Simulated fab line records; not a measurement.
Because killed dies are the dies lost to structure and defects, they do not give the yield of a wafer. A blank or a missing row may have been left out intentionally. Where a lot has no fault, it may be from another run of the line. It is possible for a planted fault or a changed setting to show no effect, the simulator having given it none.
Chamber matching + flow n5_finfet + pecvd-01 running N5_GATE_CUT_HM_DEP_46: 3 sister chambers
The step deposits SiO2 from TEOS/O2, target thk 130 nm, time 26.6 s. 22 wafers are shown with their chamber, then 11 later ones without.

== WAFERS, EACH WITH ITS CHAMBER ==
| wafer  | chamber | throttle_valve_pct (%) | showerhead_plenum_p_Torr (Torr) | heater_power_w (W) |
|--------|---------|------------------------|---------------------------------|--------------------|
| L074.1 | 1       | 17.9                   | 8.33                            | 500                |
| L074.4 | 1       | 17.8                   | 8.33                            | 531                |
| L074.5 | 2       | 17.6                   | 8.38                            | 744                |
| L075.2 | 0       | 20.2                   | 8.34                            | 716                |
| L075.4 | 1       | 17.7                   | 8.32                            | 662                |
| L075.6 | 0       | 20.2                   | 8.36                            | 717                |
| L076.1 | 2       | 18.0                   | 8.36                            | 692                |
| L076.2 | 0       | 20.6                   | 8.36                            | 630                |
| L076.4 | 2       | 17.7                   | 8.35                            | 710                |
| L078.2 | 0       | 20.2                   | 8.36                            | 737                |
| L078.4 | 0       | 20.2                   | 8.38                            | 703                |
| L078.6 | 1       | 18.0                   | 8.33                            | 619                |
| L083.1 | 1       | 17.9                   | 8.32                            | 643                |
| L083.2 | 2       | 18.0                   | 8.36                            | 702                |
| L083.3 | 0       | 20.2                   | 8.37                            | 613                |
| L084.2 | 0       | 20.3                   | 8.36                            | 728                |
| L084.4 | 2       | 17.7                   | 8.35                            | 697                |
| L084.5 | 1       | 17.8                   | 8.33                            | 622                |
| L085.1 | 0       | 20.4                   | 8.38                            | 721                |
| L085.3 | 0       | 20.4                   | 8.34                            | 549                |
| L085.5 | 0       | 20.6                   | 8.37                            | 549                |
| L086.2 | 2       | 18.1                   | 8.35                            | 715                |

SIGNATURES (averages over the wafers above)
| reading                  | chamber 0 | chamber 1 | chamber 2 | scatter within a chamber |
|--------------------------|-----------|-----------|-----------|--------------------------|
| throttle_valve_pct       | 20.330    | 17.850    | 17.850    | 0.164                    |
| showerhead_plenum_p_Torr | 8.3620    | 8.3267    | 8.3583    | 0.0116                   |
| heater_power_w           | 666.30    | 596.17    | 710.00    | 61.9                     |
Rule: for each reading, subtract the chamber's mean from the wafer's reading, divide by that reading's scatter and square the result; add these up over the readings and take the root, which gives the wafer's distance from the chamber. If the next closest chamber is less than 2 further off than the closest, the wafer can't be placed; otherwise it belongs to the closest. The scatter: the root of (the sum of the squares of (reading less its chamber's mean) over the shown wafers, divided by (wafers less chambers)).

== WAFERS MISSING THEIR CHAMBER ==
| wafer  | throttle_valve_pct (%) | showerhead_plenum_p_Torr (Torr) | heater_power_w (W) |
|--------|------------------------|---------------------------------|--------------------|
| L086.3 | 17.7                   | 8.33                            | 525                |
| L086.6 | 17.7                   | 8.36                            | 718                |
| L090.1 | 20.3                   | 8.37                            | 675                |
| L090.3 | 17.9                   | 8.37                            | 735                |
| L090.4 | 20.4                   | 8.37                            | 674                |
| L091.2 | 18.0                   | 8.34                            | 545                |
| L091.5 | 20.4                   | 8.37                            | 619                |
| L091.6 | 18.1                   | 8.32                            | 555                |
| L094.1 | 18.2                   | 8.38                            | 758                |
| L094.5 | 18.1                   | 8.31                            | 512                |
| L094.6 | 20.3                   | 8.36                            | 648                |

== THE CHAMBER EACH PASSED THROUGH ==
| wafer  | from the rows above     | in truth |
|--------|-------------------------|----------|
| L086.3 | 1                       | 1        |
| L086.6 | 2                       | 2        |
| L090.1 | 0                       | 0        |
| L090.3 | 2                       | 2        |
| L090.4 | 0                       | 0        |
| L091.2 | can't be placed: 1 or 2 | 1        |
| L091.5 | 0                       | 0        |
| L091.6 | 1                       | 1        |
| L094.1 | 2                       | 2        |
| L094.5 | 1                       | 1        |
| L094.6 | 0                       | 0        |
Correctly placed: 10 of 11. These rows do not allow placing 1 (true chamber among the candidates in 1). Wrongly placed: 0.
